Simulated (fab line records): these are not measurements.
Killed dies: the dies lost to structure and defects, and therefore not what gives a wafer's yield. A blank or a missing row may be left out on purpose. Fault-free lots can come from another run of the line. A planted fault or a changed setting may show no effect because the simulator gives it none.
fab line records + flow nand-harc
record:
- lots: 6
- wafers: 18
- last-day: 32
route steps=1302 shown A_CHANNEL_FILL_D2@625 END@1302
lots that met no fault: from a run of the same line without faults
start-h: hours from the record's first day to the start of the lot's first wafer shown + wait-h: time in hours since the lot's previous step + " same as the row above + L1.1+2: one row covering several wafers at once + - value missing, or start not given + * or withheld: withheld + < > ~ a bound
route shown NAME@n: NAME is a module with steps in the file, n the number in the route of the first one + usual: mean/standard deviation of fault-free wafers + same: alike in all rows + chamber/n: place in a boat + sites: the reading at each site + _std_site: their standard deviation + _edge_site: outer sites' mean less inner sites' + radius-mm: for every site, how far away it sits from the centre of the wafer + mask NAME#n: copy n + behind: the most recent tool/chamber to have shaped the wafer + hold: why the lot went on hold/how many hours it stayed there/how the hold came to an end + device: names the non-switching transistor (n, p or np) + end of line: tests run on the same wafers once the route is complete + for a step that has no rows: nothing shown but its recipe + killed: dies that structure and defects cost at the first sort, which is not the same as the wafer's yield + map: a wafer's dies, x killed, . not, _ none there
set.NAME: the setting the step ran with; set.NAME@STEP: the setting that earlier step ran with + model.NAME: the simulator's own value behind a step, which no gauge read
a table for each step, a row for each wafer; lots at some steps of the route
services: the hour from which a tool's chamber was out of use, counted from the record's first day as start-h (under 0 if before that day), plus the number of hours and why
== steps ==
step: NHARC_A_CHANNEL_FILL_D2_ANNEAL_22
recipe:
- temp-c: 620
- time-s: 7200
step: NHARC_A_CHANNEL_FILL_D2_ALD_25
recipe:
- target-thk-a: 600
- pulse-time-s: 10
- ald-cycles: 600
- temp-c: 300
- material: SiOx
usual:
- heater-power-w: 471/59
- precursor-pulse-height-rel: 1.003/0.019
| lot.wafer | tool      | chamber | start-h | wait-h | heater-power-w | precursor-pulse-height-rel |
|-----------|-----------|---------|---------|--------|----------------|----------------------------|
| L667.3    | ald-hk-04 | 0       | 353.08  | 0.7    | 461            | 1.014                      |
| L667.6    | "         | 3       | 354.92  | 2.5    | 440            | 0.976                      |
| L667.5    | "         | 0       | "       | "      | 466            | 1.014                      |
| L668.3    | ald-hk-01 | 1       | 360.66  | 0.1    | 580            | 1.017                      |
| L668.6    | "         | 1       | 363.11  | 2.5    | 572            | 0.968                      |
| L668.5    | "         | 2       | "       | "      | 431            | 1.010                      |
| L669.3    | ald-hk-02 | 2       | 372.38  | 0.7    | 519            | 1.020                      |
| L669.1    | "         | 3       | "       | "      | 390            | 1.002                      |
| L669.6    | "         | 2       | 374.84  | 3.1    | 535            | 0.986                      |
| L682.4    | ald-hk-04 | 1       | 508.56  | 0.1    | 514            | 1.021                      |
| L682.1    | "         | 0       | 510.38  | 1.9    | 456            | 0.999                      |
| L682.5    | "         | 2       | 511.59  | 3.1    | 424            | 0.971                      |
| L685.2    | ald-hk-04 | 3       | 522.79  | 0.1    | 466            | 1.037                      |
| L685.5    | "         | 3       | 525.27  | 2.5    | 468            | 1.034                      |
| L685.6    | "         | 0       | "       | "      | 464            | 1.007                      |
| L687.1    | ald-hk-01 | 0       | 548.88  | 0.1    | 396            | 1.010                      |
| L687.3    | "         | 2       | 550.12  | 1.3    | 474            | 0.984                      |
| L687.5    | "         | 0       | 551.35  | 2.5    | 388            | 1.005                      |
step: NHARC_A_CHANNEL_FILL_D2_ETCHBACK_08
recipe:
- target-depth-a: 2200
- time-s: 110
- c4f8-flow-sccm: 20
- ar-flow-sccm: withheld
- rf-w: 600
- bias-w: 300
- chemistry: C4F8
usual:
- chamber-pressure-mTorr: 25.003/0.024
- oes-product-au: 0.97/0.036
- rf-vpp-V: 440.7/2.6
| lot.wafer | tool        | chamber | start-h | wait-h | chamber-pressure-mTorr | oes-product-au | rf-hours-counter-h | rf-vpp-V |
|-----------|-------------|---------|---------|--------|------------------------|----------------|--------------------|----------|
| L667.3    | rie-diel-12 | 2       | -       | -      | 25.014                 | 0.91           | 2                  | 445.1    |
| L667.6    | "           | 1       | "       | "      | 25.083                 | 0.93           | -                  | 445.8    |
| L667.5    | "           | 2       | "       | "      | 25.039                 | 0.90           | -                  | 443.1    |
| L668.3    | rie-diel-03 | 2       | -       | -      | 25.021                 | 0.94           | 2                  | 437.8    |
| L668.5    | "           | 1       | "       | "      | 24.998                 | 0.91           | -                  | 439.9    |
| L668.6    | "           | 2       | "       | "      | 25.062                 | 0.93           | -                  | 438.9    |
| L669.3    | rie-diel-12 | 2       | -       | -      | 25.015                 | 0.90           | 3                  | 445.2    |
| L669.1    | "           | 0       | "       | "      | 24.997                 | 0.91           | 3                  | 446.3    |
| L669.6    | "           | 1       | "       | "      | 24.971                 | 0.92           | -                  | 444.3    |
| L682.1    | rie-diel-12 | 1       | -       | -      | 25.027                 | 0.97           | 2                  | 444.0    |
| L682.5    | "           | 2       | "       | "      | 25.004                 | 0.97           | -                  | 443.7    |
| L682.4    | "           | 1       | "       | "      | 24.955                 | 0.97           | -                  | 443.1    |
| L685.2    | rie-diel-03 | 0       | -       | -      | 24.994                 | 1.01           | 2                  | 438.4    |
| L685.5    | "           | 3       | "       | "      | 24.972                 | 1.00           | -                  | 440.7    |
| L685.6    | "           | 0       | "       | "      | 25.023                 | 1.00           | -                  | 441.5    |
| L687.3    | rie-diel-03 | 1       | -       | -      | 24.974                 | 0.92           | 3                  | 440.8    |
| L687.1    | "           | 3       | "       | "      | 24.998                 | 0.94           | 2                  | 441.7    |
| L687.5    | "           | 0       | "       | "      | 24.988                 | 0.93           | -                  | 439.4    |
step: NHARC_A_CHANNEL_FILL_D2_STRIP_29
recipe:
- time-s: 20
- o2-flow-sccm: 500
- ar-flow-sccm: 0
- bias-w: 0
- chemistry: O2
usual:
- chamber-pressure-mTorr: 60.00/0.057
- drypump-motor-current-A: 5.6/0.44
- oes-product-au: 0.997/0.012
- rf-vpp-V: 57.7/0.94
- showerhead-plenum-p-Torr: 3.51/0.14
- throttle-valve-pct: 17.036/0.0096
| lot.wafer | tool        | chamber | start-h | wait-h | chamber-pressure-mTorr | drypump-motor-current-A | oes-product-au | rf-hours-counter-h | rf-vpp-V | showerhead-plenum-p-Torr | throttle-valve-pct |
|-----------|-------------|---------|---------|--------|------------------------|-------------------------|----------------|--------------------|----------|--------------------------|--------------------|
| L667.3    | rie-diel-12 | 1       | -       | -      | 60.03                  | 5.7                     | 1.009          | 2                  | 59.3     | 3.75                     | 17.018             |
| L667.5    | "           | 2       | "       | "      | 59.91                  | 5.6                     | 0.986          | -                  | 55.9     | 3.71                     | 17.028             |
| L667.6    | "           | 3       | "       | "      | 59.98                  | 6.2                     | 0.987          | -                  | 56.8     | 3.31                     | 17.040             |
| L668.3    | rie-diel-03 | 2       | -       | -      | 60.01                  | 5.6                     | 1.008          | 2                  | 57.5     | 3.41                     | 17.019             |
| L668.5    | "           | 1       | "       | "      | 59.94                  | 5.3                     | 0.985          | -                  | 57.7     | 3.42                     | 17.040             |
| L668.6    | "           | 2       | "       | "      | 60.05                  | 5.7                     | 1.009          | -                  | 59.0     | 3.41                     | 17.032             |
| L669.3    | rie-diel-12 | 0       | -       | -      | 60.00                  | 5.9                     | 0.987          | 3                  | 58.7     | 3.79                     | 17.035             |
| L669.1    | "           | 1       | "       | "      | 60.10                  | 5.7                     | 1.000          | 3                  | 57.3     | 3.75                     | 17.026             |
| L669.6    | "           | 0       | "       | "      | 59.83                  | 5.9                     | 0.985          | -                  | 57.4     | 3.79                     | 17.034             |
| L682.1    | rie-diel-12 | 2       | 514.24  | 0.1    | 59.87                  | 5.6                     | 0.995          | 2                  | 58.3     | 3.71                     | 17.038             |
| L682.4    | "           | 1       | "       | "      | 59.98                  | 5.7                     | 0.986          | -                  | 57.1     | 3.75                     | 17.048             |
| L682.5    | "           | 2       | "       | "      | 59.92                  | 5.6                     | 0.976          | -                  | 60.1     | 3.71                     | 17.027             |
| L685.2    | rie-diel-03 | 1       | -       | -      | 60.02                  | 5.4                     | 0.999          | 2                  | 57.9     | 3.42                     | 17.028             |
| L685.6    | "           | 3       | "       | "      | 59.93                  | 6.1                     | 1.002          | -                  | 57.6     | 3.53                     | 17.022             |
| L685.5    | "           | 0       | "       | "      | 60.06                  | 5.0                     | 1.003          | -                  | 58.5     | 3.47                     | 17.031             |
| L687.3    | rie-diel-03 | 3       | 554.62  | 0.2    | 59.90                  | 6.1                     | 1.000          | 3                  | 57.5     | 3.53                     | 17.032             |
| L687.1    | "           | 1       | "       | "      | 59.99                  | 5.4                     | 0.986          | 3                  | 56.6     | 3.42                     | 17.030             |
| L687.5    | "           | 3       | "       | "      | 59.98                  | 6.1                     | 1.004          | -                  | 57.6     | 3.53                     | 17.029             |
step: NHARC_A_CHANNEL_FILL_D2_PRECLEAN_30
recipe:
- time-s: 30
- chemistry: dHF
step: NHARC_A_CHANNEL_FILL_D2_SRD_31
step: NHARC_A_CHANNEL_FILL_D2_CVD_09
recipe:
- target-thk-a: 1500
- temp-c: 620
- pressure-mtorr: 200
- time-s: 3000
- material: poly-Si
step: NHARC_A_CHANNEL_FILL_D2_CMP_10
recipe:
- target-thk-nm: 150
usual:
- motor-current-A: 12.2/0.99
- time-to-endpoint-s: 16.1/2.6
| lot.wafer | tool   | chamber | start-h | wait-h | motor-current-A | time-to-endpoint-s |
|-----------|--------|---------|---------|--------|-----------------|--------------------|
| L667.3    | cmp-02 | 1       | 363.73  | 0.4    | 12.0            | 22.1               |
| L667.6    | "      | 0       | "       | "      | 12.3            | 12.4               |
| L667.5    | "      | 1       | "       | "      | 11.9            | 23.6               |
| L668.3    | cmp-03 | 3       | 371.95  | 0.4    | 12.2            | 18.1               |
| L668.5    | "      | 2       | "       | "      | 14.2            | 19.0               |
| L668.6    | "      | 3       | "       | "      | 12.3            | 18.9               |
| L669.3    | cmp-03 | 0       | 383.21  | 0.4    | 12.0            | 14.9               |
| L669.1    | "      | 2       | "       | "      | 14.3            | 19.1               |
| L669.6    | "      | 0       | "       | "      | 11.9            | 18.2               |
| L682.1    | cmp-02 | 2       | 519.92  | 0.4    | 11.2            | 16.2               |
| L682.4    | "      | 3       | "       | "      | 12.3            | 20.1               |
| L682.5    | "      | 2       | "       | "      | 11.1            | 16.3               |
| L685.2    | cmp-01 | 2       | 534.24  | 0.4    | 10.1            | 10.8               |
| L685.5    | "      | 1       | "       | "      | 12.1            | 14.4               |
| L685.6    | "      | 2       | "       | "      | 10.4            | 13.9               |
| L687.1    | cmp-03 | 0       | 560.38  | 0.4    | 11.3            | 12.7               |
| L687.3    | "      | 3       | "       | "      | 12.4            | 17.3               |
| L687.5    | "      | 1       | "       | "      | 12.8            | 14.5               |
step: NHARC_A_CHANNEL_FILL_D2_SRD_12
step: NHARC_A_CHANNEL_FILL_D2_RTA_24
recipe:
- temp-c: 1000
- time-s: 5
usual:
- lamp-power-pct: 30.0/1.2
- lamp_zone_3_pct: 30.0/1.2
- wafer_temp_C_max: 1004.5/1.5
| lot.wafer | tool          | chamber | start-h | wait-h | lamp-power-pct | lamp_zone_3_pct | wafer_temp_C_max |
|-----------|---------------|---------|---------|--------|----------------|-----------------|------------------|
| L667.3    | rtp-anneal-01 | 0       | 364.19  | 0.1    | 31.2           | 31.2            | 1003.0           |
| L667.5    | "             | 0       | "       | "      | 31.2           | 31.2            | 1002.7           |
| L667.6    | "             | 0       | "       | "      | 31.2           | 31.3            | 1002.6           |
| L667.3    | rtp-anneal-01 | 0       | 364.74  | 0.5    | 31.3           | 31.3            | 1004.2           |
| L667.5    | "             | 0       | "       | "      | 31.3           | 31.3            | 1004.3           |
| L667.6    | "             | 0       | "       | "      | 31.2           | 31.2            | 1004.3           |
| L668.3    | rtp-anneal-02 | 0       | 372.40  | 0.1    | 28.8           | 28.8            | 1005.5           |
| L668.5    | "             | 0       | "       | "      | 28.7           | 28.8            | 1006.2           |
| L668.6    | "             | 0       | "       | "      | 28.8           | 28.8            | 1004.9           |
| L669.1    | rtp-anneal-02 | 0       | 383.60  | 0.0    | 28.8           | 28.8            | 1006.5           |
| L669.3    | "             | 0       | "       | "      | 28.7           | 28.8            | 1004.5           |
| L669.6    | "             | 0       | "       | "      | 28.8           | 28.8            | 1007.7           |
| L669.1    | rtp-anneal-02 | 0       | 384.28  | 0.6    | 28.8           | 28.7            | 1005.3           |
| L669.3    | "             | 0       | "       | "      | 28.8           | 28.8            | 1008.1           |
| L669.6    | "             | 0       | "       | "      | 28.8           | 28.8            | 1004.4           |
| L682.1    | rtp-anneal-01 | 0       | 520.34  | 0.0    | 31.2           | 31.3            | 1004.9           |
| L682.4    | "             | 0       | "       | "      | 31.2           | 31.2            | 1002.8           |
| L682.5    | "             | 0       | "       | "      | 31.2           | 31.3            | 1003.2           |
| L685.2    | rtp-anneal-01 | 0       | 534.66  | 0.1    | 31.2           | 31.2            | 1003.0           |
| L685.5    | "             | 0       | "       | "      | 31.3           | 31.3            | 1004.2           |
| L685.6    | "             | 0       | "       | "      | 31.3           | 31.2            | 1003.6           |
| L687.1    | rtp-anneal-01 | 0       | 560.79  | 0.0    | 31.2           | 31.3            | 1004.7           |
| L687.3    | "             | 0       | "       | "      | 31.2           | 31.2            | 1002.2           |
| L687.5    | "             | 0       | "       | "      | 31.2           | 31.2            | 1003.2           |
step: NHARC_A_CHANNEL_FILL_D2_INSPECT_13
usual:
- raw-defect-count: 342/110
| lot.wafer | tool              | chamber | start-h | wait-h | raw-defect-count |
|-----------|-------------------|---------|---------|--------|------------------|
| L667.3    | defect-inspect-01 | -       | 364.89  | 0.1    | 299              |
| L667.5    | "                 | -       | "       | "      | 389              |
| L667.6    | "                 | -       | "       | "      | 271              |
| L668.3    | defect-inspect-01 | -       | 372.54  | 0.1    | 314              |
| L668.5    | "                 | -       | "       | "      | 295              |
| L668.6    | "                 | -       | "       | "      | 287              |
| L669.1    | defect-inspect-02 | -       | 384.48  | 0.2    | 209              |
| L669.3    | "                 | -       | "       | "      | 183              |
| L669.6    | "                 | -       | "       | "      | 169              |
| L682.1    | defect-inspect-02 | -       | 520.54  | 0.2    | 226              |
| L682.4    | "                 | -       | "       | "      | 446              |
| L682.5    | "                 | -       | "       | "      | 247              |
| L685.2    | defect-inspect-01 | -       | 534.83  | 0.1    | 276              |
| L685.5    | "                 | -       | "       | "      | 186              |
| L685.6    | "                 | -       | "       | "      | 288              |
| L687.1    | defect-inspect-01 | -       | 560.99  | 0.2    | 299              |
| L687.3    | "                 | -       | "       | "      | 392              |
| L687.5    | "                 | -       | "       | "      | 453              |
step: NHARC_END_SORT_01
recipe:
- temp-c: 25
usual:
- killed-at-array: 55/15
- killed-at-other: 1.0/1.2
- killed-at-periphery: 3.4/2.2
- killed-dies: 59/15
- killed-open: 3.2/2
- killed-short: 2.5/1.7
same:
- gross-dies: 677
| lot.wafer | tool      | chamber | start-h | wait-h | killed-at-array | killed-at-other | killed-at-periphery | killed-dies | killed-open | killed-short |
|-----------|-----------|---------|---------|--------|-----------------|-----------------|---------------------|-------------|-------------|--------------|
| L668.3    | prober-01 | 0       | 586.30  | 3.1    | 29              | 0               | 3                   | 32          | 4           | 0            |
| L668.5    | prober-01 | 0       | 587.90  | 3.7    | 31              | 1               | 3                   | 35          | 2           | 2            |
| L668.6    | prober-01 | 0       | 588.71  | 4.0    | 50              | 0               | 2                   | 52          | 0           | 4            |
| L685.2    | prober-02 | 0       | 746.98  | 2.8    | 75              | 1               | 3                   | 79          | 2           | 3            |
| L685.5    | prober-02 | 0       | 749.40  | 3.7    | 64              | 1               | 1                   | 66          | 4           | 0            |
| L685.6    | prober-02 | 0       | 750.21  | 4.0    | 90              | 2               | 4                   | 96          | 7           | 1            |
| L687.1    | prober-02 | 0       | 772.72  | 2.5    | 55              | 1               | 3                   | 59          | 2           | 0            |
| L687.3    | prober-02 | 0       | 774.30  | 3.1    | 54              | 1               | 1                   | 56          | 3           | 0            |
| L687.5    | prober-02 | 0       | 775.88  | 3.7    | 54              | 1               | 2                   | 57          | 7           | 2            |
killed by level:class
L668.3 A_CHANNEL_HOLE_D2:chamber-film-flake=17 A_DECK1_JOINT:geometric-particle:open=2 P_M2:chamber-film-flake=2 A_CHANNEL_HOLE_D1:chamber-film-flake=2 A_STAIRCASE:chamber-film-flake=2 A_CONTACT:chamber-film-flake=2 A_CHANNEL_FILL_D1:geometric-particle:open=1 A_CHANNEL_HOLE_D2:geometric-particle:open=1
L668.5 A_CHANNEL_HOLE_D2:chamber-film-flake=20 P_M2:chamber-film-flake=2 A_CHANNEL_HOLE_D1:chamber-film-flake=2 A_CONTACT:chamber-film-flake=2 A_ONON_D1:geometric-particle:open=1 A_WL_FILL:chamber-film-flake=1 A_DECK1_JOINT:geometric-particle:open=1 A_CHANNEL_FILL_D2:geometric-particle:short=1
L668.6 A_CHANNEL_HOLE_D2:chamber-film-flake=40 A_CHANNEL_HOLE_D1:chamber-film-flake=3 A_CHANNEL_FILL_D1:chamber-film-flake=2 A_CONTACT:chamber-film-flake=2 P_M0:geometric-particle:short=1 A_ONON_D1:geometric-particle:short=1 A_DECK1_JOINT:geometric-particle:short=1 A_ONON_D2:geometric-particle:short=1
L685.2 A_CHANNEL_HOLE_D1:chamber-film-flake=34 A_SLIT:chamber-film-flake=33 A_CONTACT:chamber-film-flake=4 P_M1:geometric-particle:open=1 P_M1:geometric-particle:short=1 A_SOURCE_PLATE:geometric-particle:short=1 A_CHANNEL_FILL_D1:geometric-particle:short=1 A_CHANNEL_FILL_D1:geometric-particle:open=1
L685.5 A_SLIT:chamber-film-flake=34 A_CHANNEL_HOLE_D1:chamber-film-flake=17 A_STAIRCASE:chamber-film-flake=3 A_M1:chamber-film-flake=3 A_CONTACT:chamber-film-flake=2 P_M1:geometric-particle:open=1 A_ONON_D1:geometric-particle:open=1 A_CHANNEL_FILL_D1:geometric-particle:open=1
L685.6 A_SLIT:chamber-film-flake=36 A_CHANNEL_HOLE_D1:chamber-film-flake=33 A_M1:chamber-film-flake=6 A_CONTACT:chamber-film-flake=4 P_STI:chamber-film-flake=2 A_DECK1_JOINT:chamber-film-flake=2 THIN_TSV:chamber-film-flake=2 P_M0:geometric-particle:open=1
L687.1 A_CHANNEL_HOLE_D2:chamber-film-flake=30 A_CONTACT:chamber-film-flake=9 A_SLIT:chamber-film-flake=5 A_CHANNEL_HOLE_D1:chamber-film-flake=3 A_CHANNEL_HOLE_D1:unspecified=2 A_CHANNEL_FILL_D1:chamber-film-flake=2 A_DECK1_JOINT:chamber-film-flake=2 P_GATE:geometric-particle:open=1
L687.3 A_CHANNEL_HOLE_D2:chamber-film-flake=30 A_CONTACT:chamber-film-flake=6 A_SLIT:chamber-film-flake=5 A_CHANNEL_HOLE_D1:chamber-film-flake=3 A_DECK1_JOINT:chamber-film-flake=3 A_ONON_D2:geometric-particle:open=2 A_STAIRCASE:chamber-film-flake=2 P_GATE:geometric-particle:open=1
L687.5 A_CHANNEL_HOLE_D2:chamber-film-flake=23 A_CONTACT:chamber-film-flake=10 A_CHANNEL_HOLE_D1:chamber-film-flake=5 A_CHANNEL_FILL_D1:chamber-film-flake=4 A_ONON_D1:geometric-particle:open=2 A_SLIT:chamber-film-flake=2 A_STAIRCASE:chamber-film-flake=2 P_CONTACT:geometric-particle:open=1
== services ==
| tool          | chamber | start-h | hours | kind   |
|---------------|---------|---------|-------|--------|
| cmp-02        | -       | 330.50  | 4.0   | pm     |
| rie-diel-03   | -       | 342.98  | 0.5   | repair |
| cmp-01        | -       | 349.08  | 0.8   | repair |
| cmp-03        | -       | 358.07  | 4.0   | pm     |
| rtp-anneal-01 | -       | 372.00  | 12.0  | pm     |
| cmp-02        | -       | 379.80  | 0.9   | repair |
| cmp-01        | -       | 382.39  | 4.0   | pm     |
| rie-diel-03   | -       | 399.88  | 2.0   | repair |
| cmp-02        | -       | 411.65  | 0.7   | repair |
| rie-diel-03   | 3       | 412.31  | 1.4   | repair |
| cmp-01        | -       | 420.18  | 2.3   | repair |
| cmp-02        | -       | 428.50  | 4.0   | pm     |
| rie-diel-12   | 0       | 433.48  | 22.6  | repair |
| rie-diel-12   | -       | 445.40  | 9.0   | pm     |
| cmp-03        | -       | 456.07  | 4.0   | pm     |
| rie-diel-03   | -       | 458.37  | 9.0   | pm     |
| ald-hk-01     | -       | 481.25  | 10.0  | pm     |
| rie-diel-12   | 0       | 500.85  | 17.3  | repair |
| cmp-02        | -       | 526.50  | 4.0   | pm     |
| ald-hk-04     | -       | 538.66  | 0.6   | repair |
| rie-diel-12   | 0       | 547.86  | 30.6  | repair |
| rie-diel-03   | 2       | 552.51  | 10.6  | repair |
| cmp-03        | -       | 554.07  | 4.0   | pm     |
| rie-diel-12   | 1       | 556.31  | 9.7   | repair |
== key ==
first-sign:
- step: NHARC_A_CHANNEL_FILL_D2_RTA_24
- reading: visit
- direction: added
effect none on later readings
met-at NHARC_A_CHANNEL_FILL_D2_RTA_24
struck-wafers L667.3,L667.5,L667.6,L669.1,L669.3,L669.6
tester-left-out L667,L669
fault:
- kind: repeated-step-whole
- tool: rtp-anneal-01,rtp-anneal-02
- chamber: -
- onset-h: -
- steps: NHARC_A_CHANNEL_FILL_D2_RTA_24
- times: 1
- scope: struck-lots-only
tester-left-out: of these lots the tester's yield and bins aren't shown, on N5 and GAA mostly nor the transistor test; their killed dies are dies lost to structure and defects alone, not to doping, threshold or leakage, so they don't give the yield
